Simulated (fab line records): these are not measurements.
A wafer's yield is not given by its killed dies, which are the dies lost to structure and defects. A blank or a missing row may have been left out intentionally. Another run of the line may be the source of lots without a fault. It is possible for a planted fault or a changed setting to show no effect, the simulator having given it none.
A struck lot beside a sound one / flow n5 finfet / 21 steps out of a route of 1938
Sound: wafers L565.3, L565.4, L565.6. Wafers struck: L570.2, L570.4, L570.6. The cause is named last.
Each step with rows lists, per side, the tool, then ch with its chambers, then its first start. Under that, the readings that differ: sound wafers / struck wafers / difference of the means / sigmas: that difference in standard deviations of wafers without a fault.
alike: readings whose means differ by less than 2 such deviations, and words and numbers that are the same on both sides. not compared: withheld readings, readings that some wafer has no value for, bounds like >300 that may hide the same value, and numbers for which the record gives no deviation and whose values overlap.
The two part at a step that has a row with sigmas, a row that says differs or no value, or rows on one side only. When numbers do not overlap yet have no deviation, they are printed without sigmas and do not part them. Lack of a reading on every wafer of one side parts them only where that side has two or more wafers.

first, 9 steps without rows for these wafers: N5_FIN_SAQP_EXPOSE_13 (exposes mask FIN CORE, target cd 35.6 nm); N5_FIN_SAQP_PEB_14 (peb time 60 s); N5_FIN_SAQP_DEVELOP_15 (develop time 30 s); N5_FIN_SAQP_DESCUM_21 (chemistry O2, time 7.9 s); N5_FIN_SAQP_ETCH_51 (etches SiARC in CF4, target depth 45.5 nm, time 75.8 s); N5_FIN_SAQP_ETCH_52 (etches SOC in N2/H2, target depth 100 nm, overetch 20 nm, time 150 s); N5_FIN_SAQP_STRIP_53 (strips in N2/H2); N5_FIN_SAQP_HM_OPEN_73 (chemistry CHF3/O2, target SiO2, stops on a-Si, target depth 12 nm, time 16.8 s); N5_FIN_SAQP_STRIP_74 (strips in CHF3/O2).
N5_FIN_SAQP_MANDREL_ETCH_22: etches a-Si in HBr/Cl2, stops on SiNx, target depth 60 nm, bt time 10 s, time 30 s.
  sound on rie si-02 ch 1,2,3, day 2 18:41; struck on rie si-02 ch 0,2, day 3 23:46
  no value came back on the struck wafers for any of 8 readings (HBr_flow_sccm (sccm), bias w (W) and others); on the sound wafers HBr_flow_sccm (sccm) reads 149.7 149.5 149.6
reading=model.SOC_of_FIN_SAQP_COAT_49.thk nm (nm); sound=75.85 75.7 75.25; struck=99.93 100.2 100.3; difference=+24.54; sigmas=
  not compared: rf hours counter h
then, 5 steps without rows for these wafers: N5_FIN_SAQP_STRIP_55 (strips in N2/H2); N5_FIN_SAQP_STRIP_23 (strips in SPM, time 750 s); N5_FIN_SAQP_SRD_66 (time 30 s); N5_FIN_SAQP_RECESS_75 (chemistry HF/NH3, target SiO2, target depth 14.4 nm, afs cycles 3, sublimation time 60 s); N5_FIN_SAQP_SPACER1_ALD_24 (deposits SiO2, target thk 20.3 nm, pulse time 1 s, purge time 2 s).
N5_FIN_SAQP_SPACER1_ETCHBACK_25: etches SiO2 in CHF3/O2, target depth 24.4 nm, time 12.2 s.
  sound on rie diel-03 ch 0,2,3, day 2 20:22; struck on rie diel-03 ch 1,3, day 4 01:56
reading=oes product au (a.u.); sound=0.81 0.92 0.68; struck=0.38 0.30 0.37; difference=-0.45; sigmas=-5
  alike: drypump motor current A, rf fwd power W, rf vpp V, showerhead plenum p Torr, throttle valve pct
  not compared: rf hours counter h
then, 1 step without rows for these wafers: N5_FIN_SAQP_MANDREL1_REMOVE_56 (chemistry HBr/Cl2/O2, target a-Si, stops on SiNx, bt time 10 s).
N5_FIN_SAQP_CD_MEAS_27: target cd 20 nm.
  sound on cd sem-02 ch 0, day 2 20:35; struck on cd sem-01 ch 0, day 4 02:08
reading=cd nm (nm); sound=20.43 20.27 20.71; struck=- - -; difference=no value on the struck wafers; sigmas=
then, 1 step without rows for these wafers: N5_FIN_SAQP_ETCH_57 (etches SiNx in CH3F/O2, target depth 32.5 nm, time 46.4 s).
N5_BEOL_M4_RC_MEAS_101:
  the record has rows for the sound wafers here (prober-02 ch 0, day 8 19:25) and none for the struck ones
-- record jumps: 10 days separate the struck wafers' starts on either side; left off in module BEOL_M4, taken up again in module PASSIVATION, whose first shown step is the route's number 1936 --
N5_PASSIVATION_PROBE_49:
  the record has rows for the struck wafers here (prober-01, day 14 13:37) and none for the sound ones

## WHERE THEY PART
At N5_FIN_SAQP_MANDREL_ETCH_22 first; at N5_PASSIVATION_PROBE_49 last (within this record only).

WHY: what the simulator had put in
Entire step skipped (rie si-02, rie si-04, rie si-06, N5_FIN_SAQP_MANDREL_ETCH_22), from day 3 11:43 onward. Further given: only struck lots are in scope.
